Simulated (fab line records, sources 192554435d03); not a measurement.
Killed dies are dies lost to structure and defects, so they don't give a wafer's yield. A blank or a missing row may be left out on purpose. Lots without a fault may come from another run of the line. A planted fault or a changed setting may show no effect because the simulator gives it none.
fab line records | flow n5_finfet
record lots=7 wafers=39
route steps=1938 shown WELL_APT@55 SD_EPI_N@267 HKMG_FIN@402 GATE_CUT@469
start_h: hours from the record's first day to the start of the lot's first wafer shown | wait_h: hours since the lot's step before | " the same as in the row above | L1.1+2: a row that stands for several wafers | - no value, or no start given | * or withheld: withheld | < > ~ a bound
route shown NAME@n: a module of which the file shows steps, and the number in the route of the first | usual: mean/standard deviation of fault-free wafers | same: alike in all rows | chamber/n: place in a boat | sites: the reading at each site | _std_site: their standard deviation | _edge_site: outer sites' mean less inner sites' | radius_mm: how far each site lies from the wafer's centre | mask NAME#n: copy n | behind: the tool/chamber that last shaped the wafer | hold: why the lot was held/for how many hours/how that ended | device: the transistor (n, p or np) that didn't switch | end of line: the same wafers' tests at the end of the route | a step without rows: its recipe alone | killed: dies lost to structure and defects at the first sort, not the wafer's yield | map: a wafer's dies, x killed, . not, _ none there
set.NAME: the setting as run; set.NAME@STEP: as run at that earlier step | model.NAME: the simulator's own value behind a step, which no gauge read
lots whose settings were changed on purpose; a table a step, a row a wafer
## steps
# step N5_WELL_APT_EPI_41
# recipe material=Si target_thk_a=500 temp_c=650 precursor=SiH4/H2 pressure_torr=20 time_s=297.7
# columns lot.wafer tool chamber start_h wait_h set.time_s model.Si_of_WELL_APT_EPI_41.thk_nm
L074.1 epi_rpcvd-04 0 16.04 0.0 297.7 50.34
L074.2 " 0 " " 307.8 52.49
L074.3 " 0 " " 307.8 51.97
L074.4 " 0 " " 297.7 50.54
L074.5 " 0 " " 297.7 50.45
L074.6 " 0 " " 307.8 52.44
L080.1 epi_rpcvd-01 0 52.15 0.0 297.7 50.25
L080.2 " 0 " " 289.8 48.96
L080.3 " 0 " " 289.8 49.38
L080.4 " 0 " " 289.8 49.53
L080.5 " 0 " " 297.7 50.69
L080.6 " 0 " " 297.7 50.85
L085.1 epi_rpcvd-03 0 82.26 0.0 297.7 49.21
L085.2 " 0 " " 297.7 48.82
L085.3 " 0 " " 297.7 49.43
L085.4 " 0 " " 297.7 49.39
L085.5 " 0 " " 297.7 49.51
L085.6 " 0 " " 297.7 49.26
L088.1 epi_rpcvd-03 0 100.18 0.0 297.7 49.54
L088.2 " 0 " " 286.7 48.19
L088.3 " 0 " " 286.7 48.18
L088.4 " 0 " " 297.7 49.47
L088.5 " 0 " " 286.7 48.2
L088.6 " 0 " " 297.7 49.63
L089.1 epi_rpcvd-04 0 106.07 0.0 297.7 49.98
L089.2 " 0 " " 297.7 49.2
L089.3 " 0 " " 297.7 49.93
L090.1 epi_rpcvd-04 0 112.28 0.0 297.7 49.3
L090.2 " 0 " " 297.7 49.9
L090.3 " 0 " " 297.7 49.88
L090.4 " 0 " " 297.7 50.29
L090.5 " 0 " " 297.7 49.57
L090.6 " 0 " " 297.7 50
L091.1+5 epi_rpcvd-01 0 118.05 0.0 281.9 47.7
L091.2 " 0 " " 297.7 50.42
L091.3 " 0 " " 297.7 50.49
L091.4 " 0 " " 281.9 47.95
L091.6 " 0 " " 297.7 50.37
# step N5_SD_EPI_N_EXPOSE_06
# recipe mask_id=SD_N_BLK na=1.35 source_shape=conventional sigma_outer=0.8 polarization=unpolarized target_cd_nm=120 dose_mj=39.75
# columns lot.wafer tool chamber start_h wait_h mask set.dose_mj
L074.1+2+3+4+5+6 arfi_scanner-02 0 48.97 - SD_N_BLK#0 39.75
L080.1+3+5 arfi_scanner-01 0 87.67 - SD_N_BLK#0 37.53
L080.2+4+6 " 0 " " SD_N_BLK#0 39.75
L085.1+2+5 arfi_scanner-02 0 115.98 - SD_N_BLK#0 39.75
L085.3+4+6 " 0 " " SD_N_BLK#0 42.76
L088.1+3+4 arfi_scanner-03 0 133.05 - SD_N_BLK#0 36.78
L088.2+5+6 " 0 " " SD_N_BLK#0 39.75
L089.1+2+3 arfi_scanner-03 0 140.88 - SD_N_BLK#0 39.75
L090.1+4+6 arfi_scanner-03 0 143.75 - SD_N_BLK#0 39.75
L090.2+3+5 " 0 " " SD_N_BLK#0 40.56
L091.1+3+5 arfi_scanner-03 0 149.49 - SD_N_BLK#0 41.75
L091.2+4+6 " 0 " " SD_N_BLK#0 39.75
# step N5_SD_EPI_N_PEB_07
# recipe peb_temp_c=110 peb_time_s=60 resist=CAR-ArF-block
# step N5_SD_EPI_N_DEVELOP_08
# recipe develop_time_s=30 developer=TMAH resist=CAR-ArF-block dev_temp_c=23 rinse_liquid=diw dry=air_spin
# step N5_SD_EPI_N_CD_MEAS_09
# recipe target_cd_nm=120 landing_energy_ev=500 detector=se_inlens
# usual cd_nm=119.9/0.64
# columns lot.wafer tool chamber start_h wait_h set.dose_mj@SD_EPI_N_EXPOSE_06 cd_nm
L074.1 cd_sem-03 0 49.09 - 39.75 120.4
L074.2 " 0 " " 39.75 119.4
L074.3 " 0 " " 39.75 119.5
L074.4 " 0 " " 39.75 121.4
L074.5 " 0 " " 39.75 120.5
L074.6 " 0 " " 39.75 120.1
L080.1 cd_sem-02 0 87.79 - 37.53 116.0
L080.2 " 0 " " 39.75 119.4
L080.3 " 0 " " 37.53 115.3
L080.4 " 0 " " 39.75 120.0
L080.5 " 0 " " 37.53 115.3
L080.6 " 0 " " 39.75 119.3
L085.1 cd_sem-03 0 116.11 - 39.75 119.7
L085.2 " 0 " " 39.75 118.7
L085.3 " 0 " " 42.76 125.8
L085.4 " 0 " " 42.76 124.7
L085.5 " 0 " " 39.75 120.4
L085.6 " 0 " " 42.76 124.9
L088.1 cd_sem-02 0 133.18 - 36.78 114.7
L088.2 " 0 " " 39.75 119.5
L088.3 " 0 " " 36.78 115.7
L088.4 " 0 " " 36.78 114.9
L088.5 " 0 " " 39.75 120.0
L088.6 " 0 " " 39.75 119.8
L089.1 cd_sem-02 0 141.01 - 39.75 121.6
L089.2 " 0 " " 39.75 120.3
L089.3 " 0 " " 39.75 120.0
L090.1 cd_sem-03 0 143.88 - 39.75 120.8
L090.2 " 0 " " 40.56 122.0
L090.3 " 0 " " 40.56 121.8
L090.4 " 0 " " 39.75 119.6
L090.5 " 0 " " 40.56 121.9
L090.6 " 0 " " 39.75 120.0
L091.1 cd_sem-02 0 149.62 - 41.75 122.4
L091.2 " 0 " " 39.75 119.5
L091.3 " 0 " " 41.75 122.9
L091.4 " 0 " " 39.75 120.6
L091.5 " 0 " " 41.75 122.4
L091.6 " 0 " " 39.75 120.6
# step N5_SD_EPI_N_DESCUM_14
# recipe chemistry=O2 time_s=7.9 source_power_w=50 bias_power_w=20 pressure_mtorr=20 rf_frequency_hz=2.712e+07 temp_c=40 resist=CAR-ArF-block o2_flow_sccm=225
# columns lot.wafer tool chamber start_h wait_h set.dose_mj@SD_EPI_N_EXPOSE_06 model.SD_EPI_N.cd_nm
L074.1+5 rie_diel-04 2,0 49.18 0.0 39.75 120.2
L074.2 " 0 " " 39.75 119.4
L074.3 " 3 " " 39.75 119.6
L074.4 " 1 " " 39.75 121.4
L074.6 " 1 " " 39.75 120
L080.1 rie_diel-03 2 87.90 0.1 37.53 115.8
L080.2 " 0 " " 39.75 119.4
L080.3 " 3 " " 37.53 115.4
L080.4 " 1 " " 39.75 119.8
L080.5 " 3 " " 37.53 115.2
L080.6 " 0 " " 39.75 119.2
L085.1 rie_diel-03 1 116.20 0.0 39.75 120
L085.2 " 2 " " 39.75 119
L085.3 " 0 " " 42.76 125.8
L085.4 " 3 " " 42.76 124.8
L085.5 " 2 " " 39.75 120.4
L085.6 " 1 " " 42.76 125
L088.1 rie_diel-04 3 133.27 0.0 36.78 114.6
L088.2 " 2 " " 39.75 119.6
L088.3 " 1 " " 36.78 115.8
L088.4 " 0 " " 36.78 114.8
L088.5+6 " 1,0 " " 39.75 119.8
L089.1 rie_diel-04 0 141.10 0.0 39.75 121.4
L089.2 " 3 " " 39.75 120.2
L089.3 " 1 " " 39.75 119.6
L090.1 rie_diel-04 0 143.97 0.0 39.75 121
L090.2 " 1 " " 40.56 122
L090.3 " 3 " " 40.56 121.4
L090.4+6 " 0,3 " " 39.75 120
L090.5 " 1 " " 40.56 121.8
L091.1+5 rie_diel-02 0,3 149.71 0.0 41.75 122.4
L091.2 " 2 " " 39.75 120.2
L091.3 " 3 " " 41.75 123.2
L091.4+6 " 1,2 " " 39.75 120.8
# step N5_SD_EPI_N_ETCH_34
# recipe chemistry=CF4 target=SiARC target_depth_a=455 mask_material=CAR-ArF-block time_s=75.8 ion_energy_ev=80 pressure_mtorr=40 source_w=545 bias_w=36 Ar_flow_sccm=100 cf4_flow_sccm=100 ends=cleared
# step N5_SD_EPI_N_ETCH_35
# recipe chemistry=N2/H2 target=SOC overetch_a=1080 mask_material=SiARC temp_c=40 ion_energy_ev=100 source_w=3000 bias_w=133 pressure_mtorr=20 time_s=486 n2_flow_sccm=200 h2_flow_sccm=200
# columns lot.wafer tool chamber start_h wait_h set.dose_mj@SD_EPI_N_EXPOSE_06 model.SD_EPI_N.cd_nm
L074.1 rie_diel-04 2 49.27 0.0 39.75 119.2
L074.2 " 0 " " 39.75 119
L074.3+6 " 3,1 " " 39.75 120
L074.4+5 " 1,0 " " 39.75 120.2
L080.1 rie_diel-03 2 87.99 0.0 37.53 114.4
L080.2 " 0 " " 39.75 120.6
L080.3 " 3 " " 37.53 118.4
L080.4 " 1 " " 39.75 120.4
L080.5 " 3 " " 37.53 118
L080.6 " 0 " " 39.75 120.2
L085.1 rie_diel-03 1 116.29 0.0 39.75 119.8
L085.2 " 2 " " 39.75 116.8
L085.3 " 0 " " 42.76 126.4
L085.4 " 3 " " 42.76 126.2
L085.5 " 2 " " 39.75 119.4
L085.6 " 1 " " 42.76 124.8
L088.1 rie_diel-04 3 133.36 0.0 36.78 115.2
L088.2 " 2 " " 39.75 118.4
L088.3 " 1 " " 36.78 115
L088.4 " 0 " " 36.78 113.6
L088.5 " 1 " " 39.75 119.4
L088.6 " 0 " " 39.75 118.2
L089.1 rie_diel-04 0 141.19 0.0 39.75 120.4
L089.2 " 3 " " 39.75 120.6
L089.3 " 1 " " 39.75 120.2
L090.1 rie_diel-04 0 144.06 0.0 39.75 119.2
L090.2 " 1 " " 40.56 121
L090.3 " 3 " " 40.56 120.4
L090.4 " 0 " " 39.75 119
L090.5 " 1 " " 40.56 120.2
L090.6 " 3 " " 39.75 120
L091.1 rie_diel-02 0 149.80 0.0 41.75 123.4
L091.2+6 " 2 " " 39.75 121.4
L091.3 " 3 " " 41.75 123.2
L091.4 " 1 " " 39.75 121.8
L091.5 " 3 " " 41.75 122.4
# step N5_HKMG_FIN_ETCH_54
# recipe chemistry=CF4 target=SiARC target_depth_a=455 mask_material=CAR-ArF time_s=75.8 ion_energy_ev=80 pressure_mtorr=40 source_w=545 bias_w=36 Ar_flow_sccm=100 cf4_flow_sccm=100 ends=cleared
# usual etch_rf_on_time_s=75.6/1.3 rf_vpp_V=184.0/1.2
# columns lot.wafer tool chamber start_h wait_h set.source_w etch_rf_on_time_s rf_vpp_V
L074.1 rie_diel-02 0 72.40 0.0 545 74.7 181.7
L074.2 " 2 " " 571.9 72.3 181.0
L074.3 " 1 " " 545 78.3 183.7
L074.4 " 3 " " 571.9 72.6 179.3
L074.5 " 2 " " 571.9 71.5 181.5
L074.6 " 3 " " 545 76.6 182.0
L080.1 rie_diel-03 1 112.65 0.0 545 75.3 181.8
L080.2 " 3 " " 545 76.3 185.3
L080.3 " 2 " " 632.9 66.7 173.3
L080.4 " 0 " " 632.9 65.4 174.1
L080.5 " 0 " " 632.9 65.0 174.9
L080.6 " 1 " " 545 75.4 181.8
L085.1 rie_diel-04 0 137.47 0.0 627.6 67.5 175.0
L085.2 " 3 " " 545 77.7 182.3
L085.3 " 2 " " 545 74.3 183.3
L085.4 " 1 " " 627.6 65.9 177.6
L085.5 " 0 " " 545 76.6 183.6
L085.6 " 3 " " 627.6 68.5 176.7
L088.1 rie_diel-02 3 156.65 0.0 545 74.0 185.9
L088.2 " 0 " " 545 75.6 182.8
L088.3 " 2 " " 545 75.1 184.3
L088.4 " 1 " " 512.7 83.4 188.1
L088.5 " 0 " " 512.7 80.1 186.2
L088.6 " 3 " " 512.7 77.5 190.0
L089.1 rie_diel-03 3 162.84 0.0 545 76.2 184.1
L089.2 " 2 " " 545 77.1 184.4
L089.3 " 1 " " 545 76.4 182.9
L090.1 rie_diel-04 1 165.52 0.0 450.2 91.0 196.6
L090.2 " 2 " " 450.2 88.0 195.7
L090.3 " 0 " " 545 76.5 184.1
L090.4 " 2 " " 545 74.2 184.1
L090.5 " 1 " " 450.2 90.2 197.4
L090.6 " 0 " " 545 77.0 183.6
L091.1 rie_diel-02 3 172.52 0.0 480.1 83.4 194.6
L091.2 " 0 " " 480.1 85.3 191.0
L091.3 " 2 " " 545 75.4 183.6
L091.4 " 0 " " 545 76.6 183.9
L091.5 " 2 " " 480.1 84.9 190.8
L091.6 " 3 " " 545 74.5 186.8
# step N5_HKMG_FIN_ETCH_67
# recipe chemistry=N2/H2 target=SOC target_depth_a=3889 stop_on=TiN ion_energy_ev=100 bias_w=61 pressure_mtorr=30 source_w=850 n2_flow_sccm=200 h2_flow_sccm=200
# columns lot.wafer tool chamber start_h wait_h set.target_depth_a model.SOC_of_HKMG_FIN_COAT_66.thk_nm
L074.1 rie_diel-03 2 78.25 - 3889 20.2
L074.2 " 3 " " 3889 16.8
L074.3 " 1 " " 3489 42.8
L074.4 " 3 " " 3889 17.6
L074.5 " 1 " " 3489 43.6
L074.6 " 2 " " 3489 45.6
L080.1+3+4 rie_diel-04 0,1,2 118.38 - 4155 8.2
L080.2 " 3 " " 3889 24.4
L080.5 " 1 " " 3889 11.8
L080.6 " 0 " " 3889 16.4
L085.1 rie_diel-04 1 143.14 - 3889 11.2
L085.2 " 3 " " 3889 20.2
L085.3 " 0 " " 3889 18
L085.4 " 3 " " 3889 23.6
L085.5 " 0 " " 3889 19
L085.6 " 1 " " 3889 13
L088.1 rie_diel-03 3 162.43 - 3889 21
L088.2+4+5 " 2,3,2 " " 4271 8.2
L088.3 " 1 " " 3889 15.2
L088.6 " 1 " " 3889 17.2
L089.1 rie_diel-02 0 168.67 - 3889 17.8
L089.2 " 2 " " 3889 16.8
L089.3 " 3 " " 3889 8.2
L090.1 rie_diel-03 3 171.52 - 3889 18.6
L090.2 " 2 " " 3425 48.8
L090.3 " 1 " " 3889 18.4
L090.4 " 3 " " 3889 19.6
L090.5 " 2 " " 3425 53.6
L090.6 " 1 " " 3425 51
L091.1 rie_diel-04 3 178.59 - 3889 20.4
L091.2+6 " 1 " " 3889 14.4
L091.3 " 2 " " 3889 8.2
L091.4 " 2 " " 3889 8.4
L091.5 " 3 " " 3889 19.6
# step N5_GATE_CUT_ETCH_58
# recipe chemistry=CH3F/O2 target=SiNx target_depth_a=170 time_s=128.6 ion_energy_ev=50 pressure_mtorr=30 source_w=415 bias_w=21 Ar_flow_sccm=150 CH3F_flow_sccm=30 O2_flow_sccm=20
# columns lot.wafer tool chamber start_h wait_h set.time_s model.etch.depth_nm
L074.1 rie_diel-05 0 81.01 0.1 128.6 17.11
L074.2 " 3 " " 119.5 15.62
L074.3 " 2 " " 119.5 16.06
L074.4 " 1 " " 128.6 17.17
L074.5 " 3 " " 128.6 16.81
L074.6 " 0 " " 119.5 16.04
L080.1 rie_diel-06 1 121.00 0.1 128.6 16.48
L080.2 " 2 " " 128.6 16.73
L080.3 " 3 " " 111.6 15.21
L080.4 " 0 " " 128.6 16.41
L080.5 " 3 " " 111.6 15.12
L080.6 " 0 " " 111.6 14.24
L085.1 rie_diel-06 2 145.46 0.0 128.6 16.67
L085.2 " 0 " " 114.2 14.49
L085.3 " 3 " " 114.2 15.38
L085.4 " 3 " " 128.6 17.18
L085.5 " 2 " " 128.6 16.63
L085.6 " 0 " " 114.2 14.53
L088.1 rie_diel-01 1 164.75 0.0 153 19.93
L088.2 " 0 " " 153 19.75
L088.3 " 3 " " 128.6 17.07
L088.4 " 2 " " 153 20.09
L088.5 " 2 " " 128.6 16.95
L088.6 " 3 " " 128.6 17.19
L089.1 rie_diel-05 1 171.28 0.3 128.6 17.36
L089.2 " 2 " " 128.6 17.26
L089.3 " 0 " " 128.6 17.37
L090.1 rie_diel-01 0 174.06 0.3 128.6 16.57
L090.2 " 1 " " 128.6 16.87
L090.3 " 3 " " 112.9 15.09
L090.4 " 2 " " 112.9 14.9
L090.5 " 3 " " 112.9 14.95
L090.6 " 0 " " 128.6 16.53
L091.1 rie_diel-01 3 180.90 0.0 128.6 16.97
L091.2 " 2 " " 128.6 16.81
L091.3 " 1 " " 128.6 16.71
L091.4 " 0 " " 128.6 16.61
L091.5 " 2 " " 128.6 16.74
L091.6 " 3 " " 128.6 17.12
## key
split step=N5_WELL_APT_EPI_41 setting=time_s stated=297.7 by=wafer
response step=N5_WELL_APT_EPI_41 reading=model.Si_of_WELL_APT_EPI_41.thk_nm change=+0.477 per=1% r=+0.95
split step=N5_SD_EPI_N_EXPOSE_06 setting=dose_mj stated=39.75 by=wafer
response step=N5_SD_EPI_N_CD_MEAS_09 reading=cd_nm change=+0.659 per=1% r=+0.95
response step=N5_SD_EPI_N_DESCUM_14 reading=model.SD_EPI_N.cd_nm change=+0.641 per=1% r=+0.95
response step=N5_SD_EPI_N_ETCH_35 reading=model.SD_EPI_N.cd_nm change=+0.653 per=1% r=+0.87
split step=N5_HKMG_FIN_ETCH_54 setting=source_w stated=545 by=wafer
response step=N5_HKMG_FIN_ETCH_54 reading=etch_rf_on_time_s change=* per=1% r=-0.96
response step=N5_HKMG_FIN_ETCH_54 reading=rf_vpp_V change=-0.585 per=1% r=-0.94
split step=N5_HKMG_FIN_ETCH_67 setting=target_depth_a stated=3889 by=wafer
response step=N5_HKMG_FIN_ETCH_67 reading=model.SOC_of_HKMG_FIN_COAT_66.thk_nm change=-2.07 per=1% r=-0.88
split step=N5_GATE_CUT_ETCH_58 setting=time_s stated=128.6 by=wafer
response step=N5_GATE_CUT_ETCH_58 reading=model.etch.depth_nm change=+0.148 per=1% r=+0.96
